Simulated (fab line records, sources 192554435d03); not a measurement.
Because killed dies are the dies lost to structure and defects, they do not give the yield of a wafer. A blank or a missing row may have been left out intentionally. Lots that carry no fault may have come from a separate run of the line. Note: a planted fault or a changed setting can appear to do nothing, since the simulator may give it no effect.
Chamber matching | flow n5-finfet | N5_BEOL_M8_PECVD_70 on pecvd-03: 3 sister chambers
The step deposits SiO2 from TEOS/O2, target thk 20 nm, time 22.7 s. 30 wafers are shown with their chamber, then 12 later ones without.

== WAFERS PAIRED WITH THEIR CHAMBERS ==
wafer  | chamber | throttle-valve-pct (%) | heater-power-w (W) | showerhead-plenum-p-Torr (Torr)
L075.1 | 1       | 22.2                   | 820                | 8.85
L075.2 | 0       | 24.8                   | 685                | 8.83
L075.3 | 2       | 22.4                   | 601                | 8.86
L074.2 | 2       | 22.3                   | 571                | 8.84
L074.3 | 0       | 24.9                   | 572                | 8.80
L074.6 | 2       | 22.1                   | 605                | 8.85
L077.1 | 1       | 22.4                   | 727                | 8.84
L077.2 | 2       | 22.3                   | 542                | 8.84
L077.3 | 0       | 24.7                   | 674                | 8.84
L077.4 | 0       | 25.1                   | 686                | 8.81
L077.5 | 2       | 22.2                   | 546                | 8.85
L077.6 | 1       | 22.3                   | 747                | 8.85
L076.1 | 1       | 22.1                   | 792                | 8.82
L076.3 | 2       | 22.3                   | 572                | 8.86
L076.4 | 1       | 22.3                   | 793                | 8.87
L078.1 | 0       | 25.0                   | 693                | 8.83
L078.2 | 1       | 22.2                   | 765                | 8.83
L078.5 | 1       | 22.2                   | 764                | 8.84
L080.1 | 2       | 22.3                   | 638                | 8.85
L080.3 | 0       | 24.7                   | 643                | 8.82
L080.5 | 2       | 22.1                   | 654                | 8.84
L081.2 | 0       | 24.9                   | 638                | 8.83
L081.3 | 2       | 22.3                   | 556                | 8.89
L081.6 | 2       | 22.4                   | 552                | 8.84
L083.3 | 1       | 22.5                   | 745                | 8.85
L083.5 | 1       | 22.2                   | 751                | 8.83
L083.6 | 2       | 22.7                   | 582                | 8.87
L086.1 | 2       | 22.3                   | 551                | 8.84
L086.3 | 1       | 22.2                   | 729                | 8.84
L086.5 | 0       | 25.1                   | 677                | 8.84

SIGNATURES, as means of the wafers listed above
reading                  | chamber 0 | chamber 1 | chamber 2 | scatter within a chamber
throttle-valve-pct       | 24.900    | 22.260    | 22.308    | 0.146
heater-power-w           | 658.50    | 763.30    | 580.83    | 35.7
showerhead-plenum-p-Torr | 8.8250    | 8.8420    | 8.8525    | 0.0146
Rule: for each reading, subtract the chamber's mean from the wafer's reading, divide by that reading's scatter and square the result; add these up over the readings and take the root, which gives the wafer's distance from the chamber. If the next closest chamber is less than 2 further off than the closest, the wafer can't be placed; otherwise it belongs to the closest. The scatter: the root of (the sum of the squares of (reading less its chamber's mean) over the shown wafers, divided by (wafers less chambers)).

== WAFERS MISSING THEIR CHAMBER ==
wafer  | throttle-valve-pct (%) | heater-power-w (W) | showerhead-plenum-p-Torr (Torr)
L085.3 | 22.4                   | 737                | 8.84
L085.4 | 25.0                   | 571                | 8.82
L085.6 | 22.1                   | 731                | 8.86
L089.1 | 22.2                   | 769                | 8.85
L089.5 | 24.6                   | 612                | 8.82
L089.6 | 22.0                   | 614                | 8.83
L096.1 | 22.5                   | 607                | 8.83
L096.5 | 22.4                   | 610                | 8.85
L096.6 | 22.3                   | 667                | 8.85
L097.1 | 22.8                   | 627                | 8.84
L097.3 | 25.1                   | 576                | 8.83
L097.5 | 22.1                   | 727                | 8.83

== CHAMBER TAKEN BY EACH ==
wafer  | from the rows above     | in truth
L085.3 | 1                       | 1
L085.4 | 0                       | 0
L085.6 | 1                       | 1
L089.1 | 1                       | 1
L089.5 | 0                       | 0
L089.6 | can't be placed: 2 or 1 | 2
L096.1 | 2                       | 2
L096.5 | 2                       | 2
L096.6 | can't be placed: 2 or 1 | 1
L097.1 | can't be placed: 2 or 1 | 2
L097.3 | 0                       | 0
L097.5 | 1                       | 1
Correct placement for 9 of the 12. Can't be placed from these rows: 3 (the true chamber is among the candidates in 3). Placed wrongly: 0.
